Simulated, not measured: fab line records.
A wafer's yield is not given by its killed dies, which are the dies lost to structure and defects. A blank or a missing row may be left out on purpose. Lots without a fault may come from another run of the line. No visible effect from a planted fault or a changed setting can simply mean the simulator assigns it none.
fab line records | flow nandHarc
[record] lots = 14 | wafers = 42 | lastDay = 24
route steps=1159 shown P_GATE@215 P_CONTACT@236 P_M0@261
lots that met no fault: taken from a fault-free run of the same line
startH: hours from the record's first day to the start of the lot's first wafer shown | waitH: hours since the lot's step before | " repeats the value in the row above | L1.1+2: one row covering several wafers at once | - no value, or no start was given | * or withheld: withheld | < > ~ a bound
route shown NAME@n: NAME is a module with steps in the file, n the number in the route of the first one | usual: mean and standard deviation over wafers with no fault | same: alike in all rows | chamber/n: place in a boat | sites: per-site readings | _std_site: how widely they spread, as a standard deviation | _edge_site: inner sites' mean taken away from outer sites' mean | radiusMm: for every site, how far away it sits from the centre of the wafer | mask NAME#n: copy n | behind: the most recent tool/chamber to have shaped the wafer | hold: why the lot was held/for how many hours/how that ended | device: names the non-switching transistor (n, p or np) | end of line: tests run on the same wafers once the route is complete | where a step has no rows: the recipe by itself | killed: dies that structure and defects cost at the first sort, which is not the same as the wafer's yield | map: dies across one wafer; x = killed, . = not, _ = none there
set.NAME: the run value of the setting; set.NAME@STEP: its run value at that earlier step | model.NAME: the simulator's own value behind a step, which no gauge read
route steps across a sampled set of lots; one table per step, one row per wafer
services: the hour from which a tool's chamber was out of use, counted from the record's first day as startH (under 0 if before that day), plus the number of hours and why
[[steps]]
[step NHARC_P_GATE_RTA_82]
[recipe] tempC = 450 | timeS = 30
[usual] lampPowerPct = 4.149/0.02 | wafer_temp_C_max = 451.9/0.42
lot.wafer | tool         | chamber | startH | waitH | lampPowerPct | wafer_temp_C_max
L428.2    | rtpAnneal-01 | 0       | 110.85 | -     | 4.138        | 451.8
L428.3    | "            | 0       | "      | "     | 4.141        | 451.9
L428.6    | "            | 0       | "      | "     | 4.131        | 451.8
L427.3    | rtpAnneal-01 | 0       | 111.17 | -     | 4.133        | 451.2
L427.4    | "            | 0       | "      | "     | 4.140        | 452.1
L427.5    | "            | 0       | "      | "     | 4.140        | 451.6
L430.2    | rtpAnneal-01 | 0       | 119.33 | -     | 4.144        | 452.0
L430.4    | "            | 0       | "      | "     | 4.141        | 451.5
L430.5    | "            | 0       | "      | "     | 4.135        | 451.7
L429.2    | rtpAnneal-02 | 0       | 121.68 | -     | 4.183        | 452.3
L429.3    | "            | 0       | "      | "     | 4.179        | 451.3
L429.4    | "            | 0       | "      | "     | 4.183        | 452.4
L433.1    | rtpAnneal-02 | 0       | 138.31 | -     | 4.169        | 451.7
L433.3    | "            | 0       | "      | "     | 4.183        | 452.0
L433.6    | "            | 0       | "      | "     | 4.182        | 451.9
L431.1    | rtpAnneal-01 | 0       | 139.09 | -     | 4.138        | 452.1
L431.2    | "            | 0       | "      | "     | 4.135        | 451.8
L431.6    | "            | 0       | "      | "     | 4.133        | 451.7
L432.1    | rtpAnneal-01 | 0       | 139.72 | -     | 4.134        | 451.8
L432.2    | "            | 0       | "      | "     | 4.142        | 452.7
L432.5    | "            | 0       | "      | "     | 4.138        | 451.0
L438.2    | rtpAnneal-02 | 0       | 171.45 | -     | 4.179        | 451.7
L438.4    | "            | 0       | "      | "     | 4.181        | 451.9
L438.5    | "            | 0       | "      | "     | 4.177        | 452.3
L443.1    | rtpAnneal-02 | 0       | 200.71 | -     | 4.175        | 451.9
L443.3    | "            | 0       | "      | "     | 4.186        | 452.1
L443.5    | "            | 0       | "      | "     | 4.184        | 452.3
L445.2    | rtpAnneal-01 | 0       | 216.16 | -     | 4.135        | 452.3
L445.3    | "            | 0       | "      | "     | 4.136        | 451.3
L445.6    | "            | 0       | "      | "     | 4.140        | 451.6
L446.1    | rtpAnneal-01 | 0       | 225.21 | -     | 4.143        | 452.3
L446.2    | "            | 0       | "      | "     | 4.141        | 452.1
L446.4    | "            | 0       | "      | "     | 4.136        | 452.1
L448.2    | rtpAnneal-02 | 0       | 234.48 | -     | 4.176        | 451.9
L448.4    | "            | 0       | "      | "     | 4.174        | 451.8
L448.6    | "            | 0       | "      | "     | 4.176        | 451.9
L449.2    | rtpAnneal-01 | 0       | 239.22 | -     | 4.140        | 451.9
L449.4    | "            | 0       | "      | "     | 4.136        | 451.8
L449.5    | "            | 0       | "      | "     | 4.144        | 452.1
L450.3    | rtpAnneal-01 | 0       | 249.40 | -     | 4.136        | 451.3
L450.4    | "            | 0       | "      | "     | 4.133        | 452.0
L450.5    | "            | 0       | "      | "     | 4.139        | 451.2
[step NHARC_P_CONTACT_ETCH_35]
[recipe] targetDepthA = 390 | overEtchFrac = 0.3 | timeS = 65 | ionEnergyEv = 80 | cf4FlowSccm = 150 | arFlowSccm = 0 | rfW = 300 | biasW = 100 | chemistry = CF4
[usual] drypumpMotorCurrentA = 6.0/0.38 | oesProductAu = 1.000/0.0077 | rfVppV = 150.9/1.2 | showerheadPlenumPTorr = 1.74/0.068 | throttleValvePct = 13.284/0.0093
lot.wafer | tool       | chamber | startH | waitH | drypumpMotorCurrentA | oesProductAu | rfHoursCounterH | rfVppV | showerheadPlenumPTorr | throttleValvePct
L428.3    | rieDiel-10 | 0       | 112.92 | 0.1   | 5.7                  | 0.997        | 11              | 151.0  | 1.66                  | 13.279
L428.2    | "          | 3       | "      | "     | 5.8                  | 0.998        | 9               | 149.2  | 1.74                  | 13.280
L428.6    | "          | 1       | "      | "     | 5.7                  | 1.017        | -               | 151.7  | 1.73                  | 13.284
L427.4    | rieDiel-10 | 1       | 113.31 | 0.1   | 5.7                  | 1.009        | 12              | 151.5  | 1.73                  | 13.275
L427.3    | "          | 2       | "      | "     | 6.3                  | 1.000        | 12              | 151.6  | 1.85                  | 13.289
L427.5    | "          | 0       | "      | "     | 5.8                  | 0.989        | -               | 150.3  | 1.66                  | 13.298
L430.2    | rieDiel-04 | 0       | 121.26 | 0.1   | 5.4                  | 1.007        | 0               | 149.8  | 1.67                  | 13.285
L430.4    | "          | 2       | "      | "     | 6.3                  | 1.007        | 0               | 151.0  | 1.82                  | 13.278
L430.5    | "          | 0       | "      | "     | 5.4                  | 1.003        | -               | 150.4  | 1.67                  | 13.291
L429.3    | rieDiel-04 | 0       | 123.78 | 0.1   | 5.4                  | 1.001        | 0               | 150.2  | 1.67                  | 13.271
L429.2    | "          | 1       | "      | "     | 6.7                  | 0.996        | 0               | 152.0  | 1.78                  | 13.289
L429.4    | "          | 0       | "      | "     | 5.4                  | 1.005        | -               | 151.1  | 1.67                  | 13.287
L433.3    | rieDiel-10 | 2       | 140.39 | 0.1   | 6.3                  | 0.999        | 15              | 152.3  | 1.85                  | 13.258
L433.1    | "          | 1       | "      | "     | 5.8                  | 1.007        | 15              | 149.7  | 1.73                  | 13.283
L433.6    | "          | 3       | "      | "     | 5.8                  | 0.999        | -               | 150.5  | 1.74                  | 13.281
L431.2    | rieDiel-10 | 0       | 141.04 | 0.1   | 5.7                  | 0.993        | 14              | 150.1  | 1.66                  | 13.285
L431.1    | "          | 1       | "      | "     | 5.8                  | 1.005        | 15              | 151.4  | 1.73                  | 13.295
L431.6    | "          | 1       | "      | "     | 5.8                  | 1.002        | -               | 150.7  | 1.73                  | 13.278
L432.1    | rieDiel-10 | 0       | 141.69 | 0.1   | 5.7                  | 1.002        | 15              | 150.2  | 1.66                  | 13.269
L432.2    | "          | 3       | "      | "     | 5.8                  | 1.014        | 12              | 151.9  | 1.74                  | 13.295
L432.5    | "          | 0       | "      | "     | 5.7                  | 0.999        | -               | 149.8  | 1.66                  | 13.308
L438.2    | rieDiel-10 | 2       | 173.53 | 0.1   | 6.3                  | 0.999        | 19              | 152.4  | 1.85                  | 13.285
L438.4    | "          | 3       | "      | "     | 5.8                  | 1.005        | 15              | 153.1  | 1.74                  | 13.281
L438.5    | "          | 2       | "      | "     | 6.3                  | 0.990        | -               | 151.5  | 1.85                  | 13.296
L443.1    | rieDiel-10 | 2       | 203.21 | 0.1   | 6.4                  | 0.998        | 2               | 152.1  | 1.85                  | 13.304
L443.3    | "          | 3       | "      | "     | 5.8                  | 1.004        | 2               | 151.4  | 1.74                  | 13.278
L443.5    | "          | 2       | "      | "     | 6.4                  | 0.996        | -               | 153.2  | 1.85                  | 13.281
L445.3    | rieDiel-04 | 2       | 218.10 | 0.1   | 6.2                  | 1.005        | 9               | 151.8  | 1.81                  | 13.300
L445.2    | "          | 3       | "      | "     | 5.8                  | 0.991        | 9               | 150.6  | 1.66                  | 13.279
L445.6    | "          | 1       | "      | "     | 6.6                  | 0.994        | -               | 153.0  | 1.78                  | 13.289
L446.1    | rieDiel-04 | 1       | 227.28 | 0.1   | 6.6                  | 0.992        | 10              | 149.9  | 1.78                  | 13.282
L446.4    | "          | 2       | "      | "     | 6.2                  | 1.007        | 10              | 153.0  | 1.81                  | 13.285
L446.2    | "          | 3       | "      | "     | 5.8                  | 0.996        | 10              | 149.8  | 1.66                  | 13.284
L448.4    | rieDiel-04 | 0       | 236.53 | 0.1   | 5.4                  | 1.014        | 12              | 149.9  | 1.67                  | 13.271
L448.2    | "          | 3       | "      | "     | 5.8                  | 1.009        | 12              | 149.7  | 1.66                  | 13.282
L448.6    | "          | 1       | "      | "     | 6.6                  | 0.982        | -               | 151.2  | 1.78                  | 13.282
L449.2    | rieDiel-04 | 2       | 241.41 | 0.1   | 6.3                  | 1.002        | 12              | 151.8  | 1.81                  | 13.284
L449.4    | "          | 0       | "      | "     | 5.4                  | 1.010        | 12              | 150.1  | 1.67                  | 13.288
L449.5    | "          | 3       | "      | "     | 5.8                  | 0.996        | -               | 150.5  | 1.66                  | 13.274
L450.4    | rieDiel-10 | 0       | 251.57 | 0.1   | 5.7                  | 0.988        | 7               | 149.6  | 1.66                  | 13.275
L450.3    | "          | 2       | "      | "     | 6.3                  | 0.992        | 6               | 152.6  | 1.85                  | 13.288
L450.5    | "          | 3       | "      | "     | 5.8                  | 1.002        | -               | 151.1  | 1.74                  | 13.290
[step NHARC_P_M0_PEB_07]
[recipe] pebTempC = 100 | pebTimeS = 65
[usual] exhaustPa = 45.1/0.86 | heaterPowerTotalW = 156.6/0.43
lot.wafer | tool          | chamber | startH | waitH | exhaustPa | heaterPowerTotalW
L428.2    | lithoTrack-06 | 0       | 116.89 | 0.1   | 45.6      | 156.5
L428.3    | "             | 0       | "      | "     | 45.4      | 156.4
L428.6    | "             | 0       | "      | "     | 45.7      | 156.1
L427.3    | lithoTrack-01 | 0       | 117.39 | 0.0   | 44.1      | 156.2
L427.4    | "             | 0       | "      | "     | 45.0      | 156.1
L427.5    | "             | 0       | "      | "     | 44.6      | 156.1
L430.2    | lithoTrack-04 | 0       | 125.07 | 0.1   | 45.7      | 156.2
L430.4    | "             | 0       | "      | "     | 46.2      | 156.2
L430.5    | "             | 0       | "      | "     | 44.1      | 157.1
L429.2    | lithoTrack-04 | 0       | 134.62 | 0.1   | 44.8      | 157.1
L429.3    | "             | 0       | "      | "     | 46.0      | 157.1
L429.4    | "             | 0       | "      | "     | 45.9      | 156.1
L433.1    | lithoTrack-06 | 0       | 144.26 | 0.1   | 46.1      | 156.4
L433.3    | "             | 0       | "      | "     | 46.5      | 156.5
L433.6    | "             | 0       | "      | "     | 45.5      | 156.1
L431.1    | lithoTrack-01 | 0       | 145.04 | 0.1   | 46.1      | 156.1
L431.2    | "             | 0       | "      | "     | 43.8      | 157.1
L431.6    | "             | 0       | "      | "     | 44.1      | 156.3
L432.1    | lithoTrack-06 | 0       | 146.01 | 0.1   | 44.1      | 156.1
L432.2    | "             | 0       | "      | "     | 45.1      | 156.3
L432.5    | "             | 0       | "      | "     | 44.9      | 156.6
L438.2    | lithoTrack-06 | 0       | 177.47 | 0.1   | 45.8      | 156.8
L438.4    | "             | 0       | "      | "     | 46.0      | 157.1
L438.5    | "             | 0       | "      | "     | 45.5      | 157.2
L443.1    | lithoTrack-06 | 0       | 209.29 | 0.1   | 44.0      | 156.6
L443.3    | "             | 0       | "      | "     | 44.3      | 157.1
L443.5    | "             | 0       | "      | "     | 43.6      | 157.2
L445.2    | lithoTrack-04 | 0       | 228.38 | 0.1   | 46.8      | 156.6
L445.3    | "             | 0       | "      | "     | 45.7      | 156.8
L445.6    | "             | 0       | "      | "     | 45.2      | 155.9
L446.1    | lithoTrack-01 | 0       | 235.56 | 0.1   | 45.4      | 156.5
L446.2    | "             | 0       | "      | "     | 44.7      | 156.0
L446.4    | "             | 0       | "      | "     | 45.7      | 156.1
L448.2    | lithoTrack-01 | 0       | 240.36 | 0.1   | 44.7      | 156.2
L448.4    | "             | 0       | "      | "     | 45.1      | 156.5
L448.6    | "             | 0       | "      | "     | 45.2      | 157.1
L449.2    | lithoTrack-04 | 0       | 249.29 | 0.1   | 45.9      | 157.1
L449.4    | "             | 0       | "      | "     | 44.8      | 157.2
L449.5    | "             | 0       | "      | "     | 45.4      | 156.0
L450.3    | lithoTrack-04 | 0       | 257.29 | 0.0   | 44.6      | 156.9
L450.4    | "             | 0       | "      | "     | 45.4      | 157.0
L450.5    | "             | 0       | "      | "     | 44.6      | 156.5
[step NHARC_P_M0_CD_MEAS_09]
[recipe] targetCdNm = 90 | landingEnergyEv = 500
[usual] cdNm = 89.8/0.68
lot.wafer | tool     | chamber | startH | waitH | cdNm
L428.2    | cdSem-03 | 0       | 116.97 | -     | 90.5
L428.3    | "        | 0       | "      | "     | 90.3
L428.6    | "        | 0       | "      | "     | 90.8
L427.3    | cdSem-01 | 0       | 117.47 | -     | 89.7
L427.4    | "        | 0       | "      | "     | 89.5
L427.5    | "        | 0       | "      | "     | 88.6
L430.2    | cdSem-01 | 0       | 125.16 | -     | 89.9
L430.4    | "        | 0       | "      | "     | 91.5
L430.5    | "        | 0       | "      | "     | 89.5
L429.2    | cdSem-03 | 0       | 134.70 | -     | 90.7
L429.3    | "        | 0       | "      | "     | 90.7
L429.4    | "        | 0       | "      | "     | 90.4
L433.1    | cdSem-02 | 0       | 144.34 | -     | 89.8
L433.3    | "        | 0       | "      | "     | 90.0
L433.6    | "        | 0       | "      | "     | 90.2
L431.1    | cdSem-03 | 0       | 145.12 | -     | 89.6
L431.2    | "        | 0       | "      | "     | 90.2
L431.6    | "        | 0       | "      | "     | 88.9
L432.1    | cdSem-01 | 0       | 146.08 | -     | 90.1
L432.2    | "        | 0       | "      | "     | 90.2
L432.5    | "        | 0       | "      | "     | 90.8
L438.2    | cdSem-01 | 0       | 177.55 | -     | 103.5
L438.4    | "        | 0       | "      | "     | 90.3
L438.5    | "        | 0       | "      | "     | 90.7
L443.1    | cdSem-03 | 0       | 209.36 | -     | 102.2
L443.3    | "        | 0       | "      | "     | 103.9
L443.5    | "        | 0       | "      | "     | 90.0
L445.2    | cdSem-01 | 0       | 228.46 | -     | 90.7
L445.3    | "        | 0       | "      | "     | 89.4
L445.6    | "        | 0       | "      | "     | 89.9
L446.1    | cdSem-02 | 0       | 235.64 | -     | 88.9
L446.2    | "        | 0       | "      | "     | 89.2
L446.4    | "        | 0       | "      | "     | 89.0
L448.2    | cdSem-01 | 0       | 240.44 | -     | 90.3
L448.4    | "        | 0       | "      | "     | 89.7
L448.6    | "        | 0       | "      | "     | 90.6
L449.2    | cdSem-03 | 0       | 249.38 | -     | 89.3
L449.4    | "        | 0       | "      | "     | 89.9
L449.5    | "        | 0       | "      | "     | 89.7
L450.3    | cdSem-02 | 0       | 257.38 | -     | 90.0
L450.4    | "        | 0       | "      | "     | 90.0
L450.5    | "        | 0       | "      | "     | 90.2
[step NHARC_P_M0_OVL_MEAS_10]
[recipe] pitchNm = 180
[usual] overlayXNm = -0.1/0.78 | overlayYNm = -0.1/0.86
lot.wafer | tool       | chamber | startH | waitH | overlayXNm | overlayYNm
L428.2    | overlay-01 | -       | 117.06 | -     | 0.6        | 0.3
L428.3    | "          | -       | "      | "     | 0.6        | 0.0
L428.6    | "          | -       | "      | "     | 1.0        | -0.2
L427.3    | overlay-01 | -       | 117.55 | -     | -1.5       | -1.4
L427.4    | "          | -       | "      | "     | -1.4       | -1.7
L427.5    | "          | -       | "      | "     | -1.0       | -1.6
L430.2    | overlay-02 | -       | 125.24 | -     | -0.2       | 0.2
L430.4    | "          | -       | "      | "     | -0.3       | -0.1
L430.5    | "          | -       | "      | "     | -0.2       | -0.1
L429.2    | overlay-01 | -       | 134.79 | -     | 0.7        | -0.9
L429.3    | "          | -       | "      | "     | 0.7        | -0.7
L429.4    | "          | -       | "      | "     | 0.3        | -0.3
L433.1    | overlay-01 | -       | 144.44 | -     | -0.4       | -1.4
L433.3    | "          | -       | "      | "     | -0.7       | -1.7
L433.6    | "          | -       | "      | "     | -0.4       | -1.3
L431.1    | overlay-01 | -       | 145.21 | -     | -1.3       | 0.4
L431.2    | "          | -       | "      | "     | -1.0       | 0.2
L431.6    | "          | -       | "      | "     | -0.4       | 0.9
L432.1    | overlay-01 | -       | 146.17 | -     | 1.1        | 1.1
L432.2    | "          | -       | "      | "     | 1.1        | 0.9
L432.5    | "          | -       | "      | "     | 1.3        | 1.0
L438.2    | overlay-01 | -       | 177.64 | -     | 0.6        | -0.9
L438.4    | "          | -       | "      | "     | 0.3        | -1.1
L438.5    | "          | -       | "      | "     | -0.1       | -1.3
L443.1    | overlay-02 | -       | 209.45 | -     | -1.4       | 0.3
L443.3    | "          | -       | "      | "     | -0.9       | -0.2
L443.5    | "          | -       | "      | "     | -0.9       | 0.0
L445.2    | overlay-01 | -       | 228.55 | -     | -0.3       | 0.0
L445.3    | "          | -       | "      | "     | 0.1        | 0.3
L445.6    | "          | -       | "      | "     | 0.3        | 0.1
L446.1    | overlay-02 | -       | 235.73 | -     | -1.0       | -1.5
L446.2    | "          | -       | "      | "     | -0.9       | -1.2
L446.4    | "          | -       | "      | "     | -1.4       | -1.2
L448.2    | overlay-02 | -       | 240.52 | -     | 1.0        | -1.3
L448.4    | "          | -       | "      | "     | 0.7        | -1.2
L448.6    | "          | -       | "      | "     | 0.5        | -0.8
L449.2    | overlay-02 | -       | 249.46 | -     | 0.0        | 0.1
L449.4    | "          | -       | "      | "     | 0.2        | -0.6
L449.5    | "          | -       | "      | "     | 0.4        | -0.6
L450.3    | overlay-01 | -       | 257.46 | -     | -0.4       | -0.9
L450.4    | "          | -       | "      | "     | 0.6        | -1.0
L450.5    | "          | -       | "      | "     | -0.3       | -1.5
[[services]]
tool          | chamber | startH | hours | kind
rieDiel-10    | 3       | 86.90  | 15.4  | repair
rieDiel-10    | 0       | 89.47  | 4.8   | repair
rieDiel-04    | 1       | 89.75  | 9.2   | repair
lithoTrack-01 | -       | 93.00  | 7.0   | pm
rieDiel-04    | -       | 99.84  | 9.8   | repair
rieDiel-10    | 0       | 106.52 | -     | clean
rieDiel-10    | 1       | 106.52 | -     | clean
rieDiel-10    | 2       | 106.52 | -     | clean
rieDiel-10    | 3       | 106.52 | -     | clean
rieDiel-04    | -       | 111.90 | 9.0   | pm
lithoTrack-06 | -       | 117.00 | 7.0   | pm
rieDiel-04    | 3       | 122.92 | 4.4   | repair
rieDiel-10    | 0       | 131.02 | -     | clean
rieDiel-10    | 1       | 131.02 | -     | clean
rieDiel-10    | 2       | 131.02 | -     | clean
rieDiel-10    | 3       | 131.02 | -     | clean
lithoTrack-04 | -       | 141.00 | 7.0   | pm
rieDiel-10    | 0       | 155.52 | -     | clean
rieDiel-10    | 1       | 155.52 | -     | clean
rieDiel-10    | 2       | 155.52 | -     | clean
rieDiel-10    | 3       | 155.52 | -     | clean
rieDiel-10    | -       | 176.50 | 9.0   | pm
rieDiel-10    | 0       | 176.50 | 9.0   | ventCycle
rieDiel-10    | 1       | 176.50 | 9.0   | ventCycle
[[key]]
[firstSign] step = NHARC_P_M0_CD_MEAS_09 | reading = cdNm | direction = up | sigmas = 20 | usual = 89.8 | struck = 103.2
effect none on later readings
metAt NHARC_P_M0_PEB_07
struckLots L438,L443
struckWafers L438.2,L443.1,L443.3
sortLeftOut L438.2,L443.1,L443.3
notActingAt NHARC_P_GATE_RTA_82,NHARC_P_CONTACT_ETCH_35,NHARC_P_M0_OVL_MEAS_10
onsetBetween 146.01 177.47
[fault] kind = processParameterDrift | tool = lithoTrack-06 | chamber = - | onsetH = 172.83 | steps = NHARC_P_M0_PEB_07 | channel = pebTimeS | offset = * | shape = step | endH = 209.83 | scope = struckWafersOnly | actsIn = * | stated = *
// sortLeftOut: the simulated sort isn't trusted on such a fault, so these wafers' sort isn't shown, and their yield isn't known
